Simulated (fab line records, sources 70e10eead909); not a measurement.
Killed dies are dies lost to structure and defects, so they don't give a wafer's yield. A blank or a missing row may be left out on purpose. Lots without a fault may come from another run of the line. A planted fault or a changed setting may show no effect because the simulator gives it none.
One fault seen from 3 desks | flow nand_harc | each desk has only its own numbers; what lay behind them comes last

THE DEFECT DESK
What the inspections along the route counted, lot by lot: means of the sampled wafers that have a number. A lot is out of limits, marked OUT, if its mean lies more than 4 standard deviations from the usual mean; the brackets give that distance.
Columns: A = raw_defect_count at NHARC_A_CHANNEL_HOLE_D2_INSPECT_12, usual 28
lot  | first seen here | A
L130 | day 12 16:29    | 43
L131 | day 13 12:12    | 54
L132 | day 14 04:48    | 4
L136 | day 16 03:36    | 8
L138 | day 16 09:19    | 11
L137 | day 17 02:25    | 12
L139 | day 17 04:34    | 62
L141 | day 17 18:32    | 10
L140 | day 17 20:16    | 58
L144 | day 18 19:12    | 58
L145 | day 18 21:13    | 14
L146 | day 19 22:03    | 15
L150 | day 21 06:35    | 18
L151 | day 22 10:12    | 3
L152 | day 22 16:20    | 24
This desk's finding: nothing out of limits on any of the 15 lots.

THE METROLOGY DESK
What the gauges read, lot by lot, whatever tool the lot ran on: means of the sampled wafers that have a number. A lot is out of limits, marked OUT, if its mean lies more than 4 standard deviations from the usual mean; the brackets give that distance.
Columns: A = thk_nm at NHARC_A_ONON_D2_THK_MEAS_30, usual 999 nm; B = cd_nm at NHARC_A_CHANNEL_HOLE_D2_CD_MEAS_10, usual 100.3 nm; C = cd_nm at NHARC_A_CHANNEL_HOLE_D2_CD_MEAS_31, usual 89.4 nm
lot  | first seen here | A    | B               | C
L130 | day 12 12:37    | 996  | 100.9           | 90.5
L131 | day 13 08:01    | 1005 | 99.1            | 88.5
L132 | day 13 22:20    | 1003 | 100.4           | 91.2
L136 | day 15 18:08    | 999  | 99.6            | 87.3
L138 | day 16 03:10    | 995  | 100.4           | 88.8
L137 | day 16 17:47    | 1023 | 100.1           | 88.8
L139 | day 16 23:08    | 1011 | 100.7           | 88.9
L141 | day 17 13:47    | 989  | 99.4            | 87.7
L140 | day 17 13:49    | 1006 | 99.4            | 89.3
L144 | day 18 15:56    | 983  | 100.7           | 91.3
L145 | day 18 15:58    | 997  | 100.8           | 90.1
L146 | day 19 17:32    | 978  | 100.5           | 89.3
L150 | day 21 00:09    | 992  | 108.0 (+10) OUT | 97.1 (+4.5) OUT
L151 | day 22 02:53    | 996  | 116.1 (+21) OUT | 105.5 (+9.4) OUT
L152 | day 22 08:49    | 998  | 115.8 (+21) OUT | 107.7 (+11) OUT
This desk's finding: out of limits on L150, L151, L152; first on L150, day 21 06:29 (cd_nm at NHARC_A_CHANNEL_HOLE_D2_CD_MEAS_10). In limits: L130, L131, L132, L136, L138, L137, L139, L141, L140, L144, L145, L146.

THE TOOL OWNER'S DESK: litho_track-06
The tool's own readings at NHARC_A_CHANNEL_HOLE_D2_PEB_08 (peb time 65 s): means of the sampled wafers that have a number, for each lot that ran on this tool. A lot is out of limits, marked OUT, if its mean lies more than 4 standard deviations from the usual mean; the brackets give that distance.
Columns: A = exhaust_pa at NHARC_A_CHANNEL_HOLE_D2_PEB_08, usual 45.1 Pa
lot  | first seen here | A
L130 | day 12 16:17    | 45.2
L132 | day 14 04:36    | 46.0
L139 | day 17 04:22    | 44.4
L145 | day 18 21:01    | 45.0
L146 | day 19 21:51    | 45.8
L150 | day 21 06:23    | 44.4
L151 | day 22 10:00    | 44.8
L152 | day 22 16:08    | 45.0
This desk's finding: nothing out of limits on any of the 8 lots.

PUT TOGETHER
The metrology desk could have raised an alarm at day 21 06:29, on L150, L151, L152.
The defect desk saw nothing out of limits.
The tool owner's desk saw nothing out of limits.
The defect desk has L150, L151, L152 on record, within its limits.
The tool owner's desk has L150, L151, L152 on record, within its limits.
Of the lots named, all ran NHARC_A_CHANNEL_HOLE_D2_PEB_08 on litho_track-06.

WHAT THE SIMULATOR HAD PUT IN
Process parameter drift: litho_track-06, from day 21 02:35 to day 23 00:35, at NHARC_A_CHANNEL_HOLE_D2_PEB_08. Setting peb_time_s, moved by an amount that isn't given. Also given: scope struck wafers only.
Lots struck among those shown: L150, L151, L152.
Hours from the fault's start to each desk's first reading out of limits: the metrology desk, 4.
